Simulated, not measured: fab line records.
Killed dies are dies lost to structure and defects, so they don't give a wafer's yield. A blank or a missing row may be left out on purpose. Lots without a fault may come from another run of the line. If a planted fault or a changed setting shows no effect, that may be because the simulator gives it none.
Code-filled problem report in 8D (eight disciplines) form :: flow nand harc :: the parts of the form that need people (team, actions taken, sign-off) are left out

## 1. WHAT IS WRONG
Mean of rf fwd power W at NHARC_A_STAIRCASE_DEP_301: 208.3 W across 6 wafers in 3 lots; on wafers with no fault it is 348.5 W (standard deviation 1.1). So: -99 or more standard deviations from the usual mean.
The step: deposits SiON, target thk 30 nm.
The first sign was on wafer L470.3 at day 22 20:45, on pecvd-04. Wafers with a number at this step in the record: 21, from 7 lots. Rule for "out", or "out of limits": more than 4 standard deviations from the usual mean. The rest of the wafers with a number are treated as sound.

## 2. WHAT THIS IS AND IS NOT
question: which readings at this step
is: rf fwd power W, showerhead vpp V
is not: heater power w

question: which lots
is: L469, L470, L472
is not: L459, L468, L473, L479

question: which wafers of those lots
is: L469.1, L469.5, L470.3, L470.4, L472.1, L472.4
is not: L469.2, L470.5, L472.2

question: read on which tools
is: pecvd-04
is not: pecvd-01, pecvd-02

question: when
is: from day 22 20:45
is not: up to then (7 sound wafers); but 8 sound wafers of L469, L472, L473, L479 came after

## 3. WHAT RULES OUT EACH SUSPECT
Counting: if a tool at a process step up to the reading ran every lot that is out, it stays a suspect. Sound lots after the first of them don't rule it out here, since some wafers of a struck lot are sound.
- pecvd-04 at NHARC_A_STAIRCASE_DEP_301 (deposits SiON, target thk 30 nm): kept. It ran every lot that is out, first L470 (day 22 20:45); its last sound lot up to then is L468 (day 22 01:46). Out on those wafers are its own readings of rf fwd power W, showerhead vpp V.
- The sound lot-mates ran in chamber 1 of pecvd-04 at NHARC_A_STAIRCASE_DEP_301, but the wafers that are out ran in chamber 0.
Remaining after the count: pecvd-04 at NHARC_A_STAIRCASE_DEP_301.

## 4. THE CAUSE (what the simulator had put in)
pecvd-04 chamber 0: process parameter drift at NHARC_A_STAIRCASE_DEP_301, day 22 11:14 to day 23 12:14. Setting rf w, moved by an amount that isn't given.
Counting left only this tool.

## 5. SEQUENCE OF EFFECTS, ordered by route
Each row: a reading whose mean over the struck wafers that have a number lies more than 3 standard deviations from the usual. Readings are gone through only where the record gives a usual standard deviation; hours: the median, over the lots, of the time from a lot's start at the first step in this table giving one to that lot's start at this step; sigmas: the change measured in usual standard deviations.
hours: 0
step: NHARC_A_STAIRCASE_DEP_301
reading: rf fwd power W
usual: 348.5 W
on struck wafers: 208.3
change: -140.2
sigmas: -99 or more

hours: 0
step: NHARC_A_STAIRCASE_DEP_301
reading: showerhead vpp V
usual: 1177 V
on struck wafers: 860
change: -317
sigmas: -6.6
It contains these process steps:
- NHARC_A_STAIRCASE_DEP_301: deposits SiON, target thk 30 nm.
Later measuring or inspecting steps at which every struck wafer that the step has a row for has a number for every such reading, and none has moved that far: NHARC_END_SORT_01.

## 6. HOW IT WOULD HAVE BEEN CAUGHT EARLIER
First out-of-limits reading in this record: day 22 20:45, which is 10 hours after fault onset at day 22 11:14.
